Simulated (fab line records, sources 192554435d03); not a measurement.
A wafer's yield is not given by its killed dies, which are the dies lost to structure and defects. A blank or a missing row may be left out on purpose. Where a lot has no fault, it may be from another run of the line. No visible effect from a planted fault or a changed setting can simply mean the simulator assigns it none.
Lot-split experiment || flow n5-finfet || on a route of 1938 steps: 7 lots, 21 wafers read

== SPLIT DETAILS ==
At N5_BEOL_M2_ETCH_69 (etches SiARC in CF4, target depth 15.6 nm, time 26 s), the setting bias-w was moved away from the recipe's 36 W on 9 of the 21 wafers read, by -11.1% to +12.8%. The other wafers ran this setting at the recipe's value.

The split's own step is where the reading is taken.

== THE READING ==
rf-vpp-V, in V, at N5_BEOL_M2_ETCH_69 (etches SiARC in CF4, target depth 15.6 nm, time 26 s). Typical for fault-free wafers on this fab line: 183.9 V, with standard deviation 1 V.

{"wafer": "L074.1", "tool, chamber at the split": "rie-diel-05, 1", "bias-w as run, W": 36, "against the recipe": "recipe", "rf-vpp-V, V": 182.1, "against lot-mates on the recipe": "-"}
{"wafer": "L074.2", "tool, chamber at the split": "rie-diel-05, 0", "bias-w as run, W": 36, "against the recipe": "recipe", "rf-vpp-V, V": 183.4, "against lot-mates on the recipe": "-"}
{"wafer": "L074.6", "tool, chamber at the split": "rie-diel-05, 0", "bias-w as run, W": 36, "against the recipe": "recipe", "rf-vpp-V, V": 184.7, "against lot-mates on the recipe": "-"}
{"wafer": "L076.1", "tool, chamber at the split": "rie-diel-05, 1", "bias-w as run, W": 36, "against the recipe": "recipe", "rf-vpp-V, V": 183.7, "against lot-mates on the recipe": "-"}
{"wafer": "L076.2", "tool, chamber at the split": "rie-diel-05, 3", "bias-w as run, W": 32.44, "against the recipe": "-9.9%", "rf-vpp-V, V": 171.1, "against lot-mates on the recipe": -12.6}
{"wafer": "L076.3", "tool, chamber at the split": "rie-diel-05, 0", "bias-w as run, W": 32.44, "against the recipe": "-9.9%", "rf-vpp-V, V": 172.6, "against lot-mates on the recipe": -11.1}
{"wafer": "L082.1", "tool, chamber at the split": "rie-diel-01, 2", "bias-w as run, W": 36, "against the recipe": "recipe", "rf-vpp-V, V": 184.5, "against lot-mates on the recipe": "-"}
{"wafer": "L082.4", "tool, chamber at the split": "rie-diel-01, 3", "bias-w as run, W": 36, "against the recipe": "recipe", "rf-vpp-V, V": 183.3, "against lot-mates on the recipe": "-"}
{"wafer": "L082.6", "tool, chamber at the split": "rie-diel-01, 2", "bias-w as run, W": 36, "against the recipe": "recipe", "rf-vpp-V, V": 184.0, "against lot-mates on the recipe": "-"}
{"wafer": "L087.4", "tool, chamber at the split": "rie-diel-01, 2", "bias-w as run, W": 32.58, "against the recipe": "-9.5%", "rf-vpp-V, V": 172.3, "against lot-mates on the recipe": -12.6}
{"wafer": "L087.5", "tool, chamber at the split": "rie-diel-01, 2", "bias-w as run, W": 36, "against the recipe": "recipe", "rf-vpp-V, V": 184.9, "against lot-mates on the recipe": "-"}
{"wafer": "L087.6", "tool, chamber at the split": "rie-diel-01, 3", "bias-w as run, W": 32.58, "against the recipe": "-9.5%", "rf-vpp-V, V": 171.0, "against lot-mates on the recipe": -13.9}
{"wafer": "L089.1", "tool, chamber at the split": "rie-diel-02, 3", "bias-w as run, W": 40.62, "against the recipe": "+12.8%", "rf-vpp-V, V": 198.4, "against lot-mates on the recipe": "+11.1"}
{"wafer": "L089.2", "tool, chamber at the split": "rie-diel-02, 0", "bias-w as run, W": 40.62, "against the recipe": "+12.8%", "rf-vpp-V, V": 198.9, "against lot-mates on the recipe": "+11.6"}
{"wafer": "L089.4", "tool, chamber at the split": "rie-diel-02, 1", "bias-w as run, W": 36, "against the recipe": "recipe", "rf-vpp-V, V": 187.3, "against lot-mates on the recipe": "-"}
{"wafer": "L094.1", "tool, chamber at the split": "rie-diel-02, 2", "bias-w as run, W": 36, "against the recipe": "recipe", "rf-vpp-V, V": 183.6, "against lot-mates on the recipe": "-"}
{"wafer": "L094.3", "tool, chamber at the split": "rie-diel-02, 1", "bias-w as run, W": 36, "against the recipe": "recipe", "rf-vpp-V, V": 185.2, "against lot-mates on the recipe": "-"}
{"wafer": "L094.5", "tool, chamber at the split": "rie-diel-02, 3", "bias-w as run, W": 32.02, "against the recipe": "-11.1%", "rf-vpp-V, V": 171.9, "against lot-mates on the recipe": -12.5}
{"wafer": "L095.2", "tool, chamber at the split": "rie-diel-05, 3", "bias-w as run, W": 33.54, "against the recipe": "-6.8%", "rf-vpp-V, V": 175.1, "against lot-mates on the recipe": -7.6}
{"wafer": "L095.4", "tool, chamber at the split": "rie-diel-05, 3", "bias-w as run, W": 36, "against the recipe": "recipe", "rf-vpp-V, V": 182.7, "against lot-mates on the recipe": "-"}
{"wafer": "L095.6", "tool, chamber at the split": "rie-diel-05, 2", "bias-w as run, W": 33.54, "against the recipe": "-6.8%", "rf-vpp-V, V": 174.3, "against lot-mates on the recipe": -8.4}

FIT RESULTS
A straight line over all 21 wafers: rf-vpp-V changes by +1.2 V for each +1% of bias-w; r = +0.99; the points scatter about the line by 1.2 V.
The same after taking each lot's own level away (the mean of its wafers on the recipe; 21 wafers): +1.08 V for each +1%; r = +0.98; scatter 1.3 V.
That fit puts the effect of the largest move of bias-w on the reading at 14 V.
From 182.70 to 187.30 V: that is the span of the lots' own levels, equal to 4.6 times the standard deviation above.
So the lot-to-lot level changes the slope: the two fits differ.
Check: with one of the wafers moved furthest among these (+12.8%) left out of the fit, the line predicts +14.1 V for it against its lot-mates. It came out at +11.1 V against them.
Tool readings at the split's step, against how far the setting was moved: etch-rf-on-time-s r = -0.89; rf-vpp-V r = +0.99.

== OTHER SPLITS ON THESE WAFERS ==
These wafers also went through other splits before the reading. Each is held against what the fit with the lots' levels taken away leaves over:
{"other split on the same wafers": "N5_BEOL_M0_SAQP_EXPOSE_37 dose-mj", "wafers away from the commonest value": 8, "r with rf-vpp-V (lot level and that fit taken away)": "+0.05"}
{"other split on the same wafers": "N5_BEOL_M0_SAQP_CUT_ETCH_46 source-w", "wafers away from the commonest value": 9, "r with rf-vpp-V (lot level and that fit taken away)": -0.09}
{"other split on the same wafers": "N5_BEOL_M2_COAT_22 spin-rpm", "wafers away from the commonest value": 6, "r with rf-vpp-V (lot level and that fit taken away)": -0.19}

== THE WHOLE CHAIN: every reading that the file lists as answering this split, in the file's order ==
{"step": "N5_BEOL_M2_ETCH_69", "what it does": "etches SiARC in CF4, target depth 15.6 nm, time 26 s", "reading": "etch-rf-on-time-s", "change (the file's fit)": "withheld for each +1% of the setting", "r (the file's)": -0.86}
{"step": "N5_BEOL_M2_ETCH_69", "what it does": "etches SiARC in CF4, target depth 15.6 nm, time 26 s", "reading": "rf-vpp-V", "change (the file's fit)": "+1.12 V for each +1% of the setting", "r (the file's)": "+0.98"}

== FILE'S OWN FIT ==
rf-vpp-V changes by +1.12 V for each +1% of bias-w, r = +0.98.
